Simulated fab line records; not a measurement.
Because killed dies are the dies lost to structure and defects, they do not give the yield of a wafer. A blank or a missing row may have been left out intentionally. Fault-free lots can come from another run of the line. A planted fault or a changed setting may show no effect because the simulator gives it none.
Tool commonality check :: flow nand_harc :: 39 wafers sampled across 12 lots

THE REASON FOR OPENING IT
At NHARC_P_ZERO_WELL_CD_MEAS_24 the reading cd_nm is flagged on 1 of 12 lots. Fault-free wafers read 720.2 nm, with a standard deviation of 2.2.
Rule: a lot is flagged when every wafer of it that has a number lies more than 4 standard deviations from that mean, or none has a number. The rest of the lots are taken to be sound.

lot: L744
measured: day 2 18:22
on: cd_sem-01
cd_nm (nm), wafer by wafer: 720.5 718.8 721.0
flag: 

lot: L746
measured: day 3 14:29
on: cd_sem-01
cd_nm (nm), wafer by wafer: 718.5 716.9 718.5
flag: 

lot: L747
measured: day 4 00:28
on: cd_sem-02
cd_nm (nm), wafer by wafer: 720.3 718.8 716.2
flag: 

lot: L748
measured: day 4 10:36
on: cd_sem-02
cd_nm (nm), wafer by wafer: 716.3 719.1 721.8
flag: 

lot: L749
measured: day 4 20:35
on: cd_sem-01
cd_nm (nm), wafer by wafer: 723.2 722.9 721.6
flag: 

lot: L751
measured: day 5 16:28
on: cd_sem-03
cd_nm (nm), wafer by wafer: 722.9 721.5 722.7
flag: 

lot: L753
measured: day 6 12:37
on: cd_sem-03
cd_nm (nm), wafer by wafer: 692.3 690.6 691.7 692.4 690.6 691.7
flag: FLAGGED

lot: L756
measured: day 7 18:29
on: cd_sem-02
cd_nm (nm), wafer by wafer: 719.9 718.6 716.8
flag: 

lot: L760
measured: day 9 10:40
on: cd_sem-01
cd_nm (nm), wafer by wafer: 719.1 716.6 719.2
flag: 

lot: L762
measured: day 10 07:15
on: cd_sem-02
cd_nm (nm), wafer by wafer: 721.4 720.9 722.4
flag: 

lot: L763
measured: day 10 17:23
on: cd_sem-03
cd_nm (nm), wafer by wafer: 723.1 723.9 722.8
flag: 

lot: L765
measured: day 11 12:43
on: cd_sem-03
cd_nm (nm), wafer by wafer: 721.0 720.2 722.5
flag: 
Average over the flagged lots: 691.5 nm; offset from the usual -28.7 nm, equal to -13 standard deviations.

WHICH TOOL EACH LOT WENT THROUGH
The record keeps 1 process step preceding the reading, out of 1302 steps on the route. Read each cell as the tool, then ch plus the chambers that the sampled wafers visited, then the start.
lot: L744
flag: 
NHARC_P_ZERO_WELL_EXPOSE_21: krf_scanner-04 ch 0, day 2 18:12

lot: L746
flag: 
NHARC_P_ZERO_WELL_EXPOSE_21: krf_scanner-01 ch 0, day 3 14:20

lot: L747
flag: 
NHARC_P_ZERO_WELL_EXPOSE_21: krf_scanner-02 ch 0, day 4 00:18

lot: L748
flag: 
NHARC_P_ZERO_WELL_EXPOSE_21: krf_scanner-04 ch 0, day 4 10:26

lot: L749
flag: 
NHARC_P_ZERO_WELL_EXPOSE_21: krf_scanner-02 ch 0, day 4 20:25

lot: L751
flag: 
NHARC_P_ZERO_WELL_EXPOSE_21: krf_scanner-01 ch 0, day 5 16:19

lot: L753
flag: FLAGGED
NHARC_P_ZERO_WELL_EXPOSE_21: krf_scanner-01 ch 0, day 6 12:28

lot: L756
flag: 
NHARC_P_ZERO_WELL_EXPOSE_21: krf_scanner-01 ch 0, day 7 18:20

lot: L760
flag: 
NHARC_P_ZERO_WELL_EXPOSE_21: krf_scanner-02 ch 0, day 9 10:31

lot: L762
flag: 
NHARC_P_ZERO_WELL_EXPOSE_21: krf_scanner-04 ch 0, day 10 07:06

lot: L763
flag: 
NHARC_P_ZERO_WELL_EXPOSE_21: krf_scanner-01 ch 0, day 10 17:14

lot: L765
flag: 
NHARC_P_ZERO_WELL_EXPOSE_21: krf_scanner-01 ch 0, day 11 12:33
What is done by these steps:
- NHARC_P_ZERO_WELL_EXPOSE_21: exposes mask P NWELL, target cd 720 nm.
- NHARC_P_ZERO_WELL_CD_MEAS_24: target cd 720 nm.

FLAGGED AGAINST TOTAL, ONE TOOL AT A TIME (gauges that did the reading follow at the end)
step: NHARC_P_ZERO_WELL_EXPOSE_21
tool: krf_scanner-01
lots run: 6
flagged: 1
share of the flagged lots: all
sound lots run after its first flagged lot: 3 (L756,L763,L765)

step: NHARC_P_ZERO_WELL_EXPOSE_21
tool: krf_scanner-02
lots run: 3
flagged: 0
share of the flagged lots: none
sound lots run after its first flagged lot: -

step: NHARC_P_ZERO_WELL_EXPOSE_21
tool: krf_scanner-04
lots run: 3
flagged: 0
share of the flagged lots: none
sound lots run after its first flagged lot: -

step: NHARC_P_ZERO_WELL_CD_MEAS_24
tool: cd_sem-01
lots run: 4
flagged: 0
share of the flagged lots: none
sound lots run after its first flagged lot: -

step: NHARC_P_ZERO_WELL_CD_MEAS_24
tool: cd_sem-02
lots run: 4
flagged: 0
share of the flagged lots: none
sound lots run after its first flagged lot: -

step: NHARC_P_ZERO_WELL_CD_MEAS_24
tool: cd_sem-03
lots run: 4
flagged: 1
share of the flagged lots: all
sound lots run after its first flagged lot: 2 (L763,L765)

WHAT IS ALLOWED BY THE TABLE
krf_scanner-01 at NHARC_P_ZERO_WELL_EXPOSE_21 and cd_sem-03 at NHARC_P_ZERO_WELL_CD_MEAS_24 are the 2 rows of the table that ran each flagged lot.
- krf_scanner-01 at NHARC_P_ZERO_WELL_EXPOSE_21: 1 of its 6 lots flagged. Sound lots followed the first flagged one (L756, L763, L765) on it, something a lasting fault affecting the whole tool could not allow.
- cd_sem-03 at NHARC_P_ZERO_WELL_CD_MEAS_24: 1 of its 4 lots flagged. Sound lots followed the first flagged one (L763, L765) on it, something a lasting fault affecting the whole tool could not allow.
There is no row in the table that ran each flagged lot and no sound lot after the first.

WHAT THE SIMULATOR HAD PUT IN
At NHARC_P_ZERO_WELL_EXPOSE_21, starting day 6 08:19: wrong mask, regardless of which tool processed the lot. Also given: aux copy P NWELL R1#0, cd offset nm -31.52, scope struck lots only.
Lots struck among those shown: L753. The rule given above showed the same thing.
